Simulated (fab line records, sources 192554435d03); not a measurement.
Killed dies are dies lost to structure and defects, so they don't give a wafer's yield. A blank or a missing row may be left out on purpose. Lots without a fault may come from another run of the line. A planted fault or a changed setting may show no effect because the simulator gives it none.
Split-lot experiment | flow n5_finfet | 7 lots, 21 wafers read, on a route of 1938 steps

THE SPLIT
At N5_BEOL_M13_ETCH_59 (etches BARC in N2/H2, target depth 89 nm, overetch 26.7 nm, time 67.9 s), the setting time_s was moved away from the recipe's 67.9 s on 5 of the 21 wafers read, by -11.2% to +19.2%. The other wafers ran this setting at the recipe's value.

The reading is taken at the split's own step.

THE READING
coat_of_BEOL_M13_COAT_04.thk_nm (the simulator's own value, which no gauge read), in nm, at N5_BEOL_M13_ETCH_59 (etches BARC in N2/H2, target depth 89 nm, overetch 26.7 nm, time 67.9 s). The file gives no usual value for it. The 16 wafers here that ran the recipe average 318.4 nm, standard deviation 2.3 nm.

wafer  | tool, chamber at the split | time_s as run, s | against the recipe | coat_of_BEOL_M13_COAT_04.thk_nm, nm | against lot-mates on the recipe
L079.2 | rie_diel-01, 1             | 67.9             | recipe             | 316.2                               | -
L079.4 | rie_diel-01, 3             | 67.9             | recipe             | 321.4                               | -
L079.5 | rie_diel-01, 0             | 67.9             | recipe             | 320                                 | -
L081.3 | rie_diel-04, 1             | 74.2             | +9.3%              | 310.6                               | -10.4
L081.4 | rie_diel-04, 0             | 74.2             | +9.3%              | 313.4                               | -7.6
L081.5 | rie_diel-04, 3             | 67.9             | recipe             | 321                                 | -
L082.1 | rie_diel-01, 0             | 67.9             | recipe             | 320.8                               | -
L082.4 | rie_diel-01, 2             | 67.9             | recipe             | 314.8                               | -
L082.5 | rie_diel-01, 3             | 67.9             | recipe             | 318.6                               | -
L083.1 | rie_diel-03, 0             | 67.9             | recipe             | 319.2                               | -
L083.3 | rie_diel-03, 1             | 67.9             | recipe             | 320.4                               | -
L083.5 | rie_diel-03, 1             | 67.9             | recipe             | 320.8                               | -
L088.2 | rie_diel-04, 3             | 67.9             | recipe             | 318.2                               | -
L088.3 | rie_diel-04, 0             | 67.9             | recipe             | 317.2                               | -
L088.6 | rie_diel-04, 0             | 67.9             | recipe             | 317.6                               | -
L091.3 | rie_diel-01, 2             | 67.9             | recipe             | 313.2                               | -
L091.4 | rie_diel-01, 0             | 60.3             | -11.2%             | 326.6                               | +13.4
L091.6 | rie_diel-01, 3             | 60.3             | -11.2%             | 324.8                               | +11.6
L089.4 | rie_diel-04, 3             | 67.9             | recipe             | 318.2                               | -
L089.5 | rie_diel-04, 2             | 67.9             | recipe             | 316.8                               | -
L089.6 | rie_diel-04, 1             | 80.93            | +19.2%             | 302.2                               | -15.3

THE FIT
A straight line over all 21 wafers: coat_of_BEOL_M13_COAT_04.thk_nm changes by -0.747 nm for each +1% of time_s; r = -0.91; the points scatter about the line by 2.2 nm.
The same after taking each lot's own level away (the mean of its wafers on the recipe; 21 wafers): -0.942 nm for each +1%; r = -0.96; scatter 1.7 nm.
On that fit, the largest move of time_s shifts the reading by 18 nm.
The lots' own levels span 313.20 to 321.00 nm, that is 3.4 times the standard deviation above.
So the lot-to-lot level changes the slope: the two fits differ.
Check: with one of the wafers moved furthest among these (+19.2%) left out of the fit, the line predicts -20.1 nm for it against its lot-mates. It came out at -15.3 nm against them.

OTHER SPLITS ON THESE WAFERS
These wafers also went through other splits before the reading. Each is held against what the fit with the lots' levels taken away leaves over:
other split on the same wafers | wafers away from the commonest value | r with coat_of_BEOL_M13_COAT_04.thk_nm (lot level and that fit taken away)
N5_BEOL_M11_COAT_63 spin_rpm   | 10                                   | -0.03
N5_BEOL_M11_VIA_ETCH_34 time_s | 8                                    | +0.20
N5_BEOL_M11_ETCH_41 time_s     | 7                                    | +0.10
N5_BEOL_M13_COAT_58 spin_rpm   | 6                                    | +0.12

THE FILE'S OWN FIT
coat_of_BEOL_M13_COAT_04.thk_nm changes by -0.892 nm for each +1% of time_s, r = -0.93.
